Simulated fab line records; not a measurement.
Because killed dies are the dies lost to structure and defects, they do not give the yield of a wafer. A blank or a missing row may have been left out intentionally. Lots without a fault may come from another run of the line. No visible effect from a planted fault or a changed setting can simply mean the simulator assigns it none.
The tool behind it: which one? ; flow nandHarc ; Sampling: 13 lots, 38 wafers, 5 of 1302 route steps

== WHAT EACH GAUGE READ, for each wafer ==
NHARC_A_CONTACT_CD_MEAS_80.
lot;measured;on;cdNm (nm)
L194;day 22 12:49;cdSem-02;288.6 288.7 288.6
L196;day 22 22:43;cdSem-01;289.3 289.0 289.5
L198;day 23 08:37;cdSem-01;289.9 289.5 290.1
L197;day 23 16:59;cdSem-01;288.2 289.3 288.7
L199;day 23 17:18;cdSem-02;289.5 289.3 289.1
L201;day 25 01:01;cdSem-02;290.1 290.2 290.0
L202;day 25 07:14;cdSem-02;288.5 289.1 290.3
L204;day 25 21:02;cdSem-03;290.3 290.0 290.3
L205;day 26 15:22;cdSem-02;289.9 289.4 289.5
L209;day 28 10:40;cdSem-01;289.0 289.4 289.2
L211;day 29 04:41;cdSem-03;289.4 289.3 289.5
L212;day 29 14:17;cdSem-03;289.2 289.8
L216;day 30 22:16;cdSem-01;289.7 289.3 289.7

NHARC_END_SORT_01.
lot;measured;on;killedAtArray;killedAtOther;killedAtPeriphery;killedDies;killedOpen;killedShort
L211;day 31 20:24;prober-01;49 57 640;0 0 0;3 6 6;52 63 646;2 7 6;4 1 1
L212;day 32 00:27;prober-02;30 659;1 0;2 0;33 659;4 4;0 2

== EACH LOT AND THE TOOL THAT RAN IT (in order: tool; ch and the chambers of the sampled wafers; start) ==
lot;NHARC_A_CONTACT_ETCH_138;NHARC_A_CONTACT_ETCH_110;NHARC_A_CONTACT_ALD_18
L194;harCapEtch-03 ch 0, day 22 20:22;rieDiel-04 ch 1,2,3, day 22 22:14;aldMetal-02 ch 1,2,3, day 22 22:55
L196;harCapEtch-01 ch 0, day 23 08:27;rieDiel-08 ch 0,2, day 23 09:58;aldMetal-01 ch 1,2,3, day 23 10:37
L198;harCapEtch-01 ch 0,1, day 23 16:03;rieDiel-08 ch 0,1,2, day 23 17:20;aldMetal-02 ch 1,2, day 23 18:08
L197;harCapEtch-02 ch 0,1, day 24 00:41;rieDiel-04 ch 0,2,3, day 24 02:20;aldMetal-03 ch 0,1,2, day 24 03:09
L199;harCapEtch-01 ch 0,1, day 24 00:38;rieDiel-04 ch 2,3, day 24 02:19;aldMetal-02 ch 2,3, day 24 02:57
L201;harCapEtch-01 ch 0,1, day 25 06:59;rieDiel-08 ch 1,2,3, day 25 08:14;aldMetal-02 ch 0,2,3, day 25 08:53
L202;harCapEtch-01 ch 0,1, day 25 14:43;rieDiel-04 ch 2,3, day 25 15:58;aldMetal-03 ch 0,1,2, day 25 16:41
L204;harCapEtch-03 ch 0, day 26 03:04;rieDiel-04 ch 1,2,3, day 26 04:23;aldMetal-02 ch 0,1,3, day 26 05:02
L205;harCapEtch-02 ch 0,1, day 27 01:12;rieDiel-08 ch 0,1, day 27 02:32;aldMetal-02 ch 0,2,3, day 27 03:14
L209;harCapEtch-02 ch 0,1, day 28 16:58;rieDiel-08 ch 2,3, day 28 18:29;aldMetal-03 ch 1,2,3, day 28 19:17
L211;harCapEtch-02 ch 0, day 29 14:46;rieDiel-08 ch 0,1,3, day 29 16:04;aldMetal-02 ch 0,1,3, day 29 16:44
L212;harCapEtch-01 ch 0,1, day 29 21:20;rieDiel-08 ch 1, day 29 22:32;aldMetal-03 ch 0,3, day 29 23:13
L216;harCapEtch-02 ch 0,1, day 31 04:04;rieDiel-02 ch 0,1, day 31 05:49;aldMetal-03 ch 0,2,3, day 31 06:29
- NHARC_A_CONTACT_ETCH_138: etches the open film in C4F8/O2/Ar, time 311 s, target depth 1914 nm.
- NHARC_A_CONTACT_ETCH_110: etches the open film in CF4/O2, target depth 60 nm, overetch 6 nm, time 33 s.
- NHARC_A_CONTACT_ALD_18: deposits TiN, target thk 3 nm, pulse time 1 s, ald cycles 150.

== AS READ BY THE TOOLS THEMSELVES (means over the sampled wafers that have a number; for cases with no such wafer, the mark the record gives instead) ==
NHARC_A_CONTACT_ETCH_110.
lot;tool;drypumpMotorCurrentA (A);oes_f_703_au (a.u.);oesProductAu (a.u.);rfVppV (V);runLengthS (s);showerheadPlenumPTorr (Torr);throttleValvePct (%)
L194;rieDiel-04;6.1;1.006;0.987;199.6;54.8;1.42;13.400
L196;rieDiel-08;6.0;1.001;1.003;198.6;54.3;1.40;13.398
L198;rieDiel-08;5.9;0.999;1.005;197.7;53.8;1.36;13.407
L197;rieDiel-04;5.9;1.006;0.993;199.1;54.5;1.38;13.393
L199;rieDiel-04;6.2;1.001;0.989;198.7;54.4;1.42;13.401
L201;rieDiel-08;5.7;0.997;1.001;197.3;54.2;1.29;13.391
L202;rieDiel-04;6.2;0.999;0.988;198.9;54.5;1.42;13.394
L204;rieDiel-04;6.1;1.003;0.991;199.8;54.5;1.42;13.390
L205;rieDiel-08;6.1;1.000;1.004;198.7;53.8;1.35;13.395
L209;rieDiel-08;5.5;0.998;0.989;197.4;54.6;1.30;13.397
L211;rieDiel-08;6.0;1.000;1.010;198.2;52.8;1.33;13.399
L212;rieDiel-08;5.9;1.000;1.005;196.3;52.0;1.30;13.390
L216;rieDiel-02;5.6;1.001;0.992;197.9;54.4;1.32;13.402

NHARC_A_CONTACT_ALD_18.
lot;tool;heaterPowerW (W);precursorPulseHeightRel
L194;aldMetal-02;958;1.017
L196;aldMetal-01;1065;1.009
L198;aldMetal-02;929;1.013
L197;aldMetal-03;1107;1.017
L199;aldMetal-02;997;0.982
L201;aldMetal-02;1000;1.001
L202;aldMetal-03;1125;0.999
L204;aldMetal-02;1016;0.972
L205;aldMetal-02;1015;0.991
L209;aldMetal-03;1070;1.000
L211;aldMetal-02;1003;0.986
L212;aldMetal-03;1027;0.989
L216;aldMetal-03;1067;1.023

== THE ANSWER, worked out from the rows above alone ==
Rule: usual is defined by the lots themselves. The widest of any qualifying gaps counts: lots, ordered by their means at a reading, are off when they make up no more than a third of the lots, leave a main group of 4 or more, and stand apart from it by 3 or more times the standard deviation of that group's means. If all means in a main group match to the digits the tables above print for the reading, that group is not used. Also off: a lot with no number at a reading for which 4 or more lots have one. Where the step has rows for the other lots, those lots are counted as sound. Order of review: gauges by route order, followed by the tools' own readings, for which a lot's mean as printed above is used. The first step at which some lot is off is used, and at that step the reading that is off furthest; a lot without a number counts as furthest.
Off at NHARC_A_CONTACT_ETCH_110 (runLengthS): L211, L212. The main group: mean 54.3 s, standard deviation 0.3.
If a tool, at that step or one of the process steps before it, ran each lot that is off and ran no sound lot following the first of them, it fits. One fits: rieDiel-08 at NHARC_A_CONTACT_ETCH_110. A fault onset in the window from L209 (day 28 18:29, its last sound lot) to L211 (day 29 16:04, its first lot off) fits.
The tool's own readings at NHARC_A_CONTACT_ETCH_110 bear it out: on the lots that are off they differ by more than 5 times the standard deviation of the sound lots' means. runLengthS reads 52.4 s there against 54.3 s on the sound lots.

== WHAT WAS PUT IN BY THE SIMULATOR ==
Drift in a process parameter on rieDiel-08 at NHARC_A_CONTACT_ETCH_110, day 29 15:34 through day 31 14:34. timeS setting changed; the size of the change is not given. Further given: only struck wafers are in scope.
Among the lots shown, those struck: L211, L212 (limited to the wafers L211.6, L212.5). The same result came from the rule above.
